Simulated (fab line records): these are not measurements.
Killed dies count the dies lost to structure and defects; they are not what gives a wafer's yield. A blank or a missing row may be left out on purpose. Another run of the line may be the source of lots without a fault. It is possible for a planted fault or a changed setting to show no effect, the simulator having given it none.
Matching of chambers || flow nandHarc || NHARC_A_DECK1_JOINT_CMP_13 on cmp-03 has 4 sister chambers
The step polishes, target thk 51.023 nm. 8 wafers are shown with their chamber, then 10 later ones without.

WAFERS PAIRED WITH THEIR CHAMBERS
{"wafer": "L077.5", "chamber": 0, "motorCurrentA (A)": 12.2, "timeToEndpointS (s)": 8.8}
{"wafer": "L079.4", "chamber": 0, "motorCurrentA (A)": 12.2, "timeToEndpointS (s)": 10.1}
{"wafer": "L080.2", "chamber": 1, "motorCurrentA (A)": 10.2, "timeToEndpointS (s)": 7.7}
{"wafer": "L080.6", "chamber": 1, "motorCurrentA (A)": 9.8, "timeToEndpointS (s)": 9.5}
{"wafer": "L083.4", "chamber": 3, "motorCurrentA (A)": 11.7, "timeToEndpointS (s)": 8.0}
{"wafer": "L083.6", "chamber": 2, "motorCurrentA (A)": 11.2, "timeToEndpointS (s)": 11.8}
{"wafer": "L088.2", "chamber": 3, "motorCurrentA (A)": 11.2, "timeToEndpointS (s)": 11.3}
{"wafer": "L088.5", "chamber": 2, "motorCurrentA (A)": 11.7, "timeToEndpointS (s)": 12.1}

WAFERS WITH NO CHAMBER GIVEN
{"wafer": "L088.6", "motorCurrentA (A)": 10.4, "timeToEndpointS (s)": 10.9}
{"wafer": "L090.2", "motorCurrentA (A)": 12.2, "timeToEndpointS (s)": 11.6}
{"wafer": "L090.4", "motorCurrentA (A)": 10.2, "timeToEndpointS (s)": 7.3}
{"wafer": "L090.5", "motorCurrentA (A)": 11.2, "timeToEndpointS (s)": 8.0}
{"wafer": "L092.2", "motorCurrentA (A)": 11.6, "timeToEndpointS (s)": 10.8}
{"wafer": "L092.4", "motorCurrentA (A)": 10.0, "timeToEndpointS (s)": 11.7}
{"wafer": "L092.6", "motorCurrentA (A)": 10.5, "timeToEndpointS (s)": 9.9}
{"wafer": "L095.1", "motorCurrentA (A)": 12.4, "timeToEndpointS (s)": 11.0}
{"wafer": "L095.2", "motorCurrentA (A)": 11.4, "timeToEndpointS (s)": 11.8}
{"wafer": "L095.6", "motorCurrentA (A)": 12.9, "timeToEndpointS (s)": 9.9}

WHICH CHAMBER EACH ONE RAN IN
{"wafer": "L088.6", "from the rows above": "can't be placed: 1 or 2 or 3", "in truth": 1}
{"wafer": "L090.2", "from the rows above": "can't be placed: 0 or 2 or 3", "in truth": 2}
{"wafer": "L090.4", "from the rows above": 1, "in truth": 1}
{"wafer": "L090.5", "from the rows above": "can't be placed: 3 or 2", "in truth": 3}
{"wafer": "L092.2", "from the rows above": "can't be placed: 2 or 3 or 0", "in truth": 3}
{"wafer": "L092.4", "from the rows above": 1, "in truth": 1}
{"wafer": "L092.6", "from the rows above": "can't be placed: 1 or 3 or 2", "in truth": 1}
{"wafer": "L095.1", "from the rows above": 0, "in truth": 0}
{"wafer": "L095.2", "from the rows above": "can't be placed: 2 or 3", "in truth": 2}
{"wafer": "L095.6", "from the rows above": 0, "in truth": 0}
Correct placement for 4 of the 10. From these rows, 6 cannot be placed; in 6 the true chamber is one of the candidates. 0 placed wrongly.
How it was worked out, from the rows above alone: a wafer's distance from a chamber is the root of the sum, over the readings, of the square of ((its reading less the chamber's mean) divided by the reading's scatter). The wafer belongs to the nearest chamber; if the next one is less than 2 further off, it can't be placed. Each chamber's mean is taken over the wafers shown for it. The scatter: the root of (the sum of the squares of (reading less its chamber's mean) over the shown wafers, divided by (wafers less chambers)).
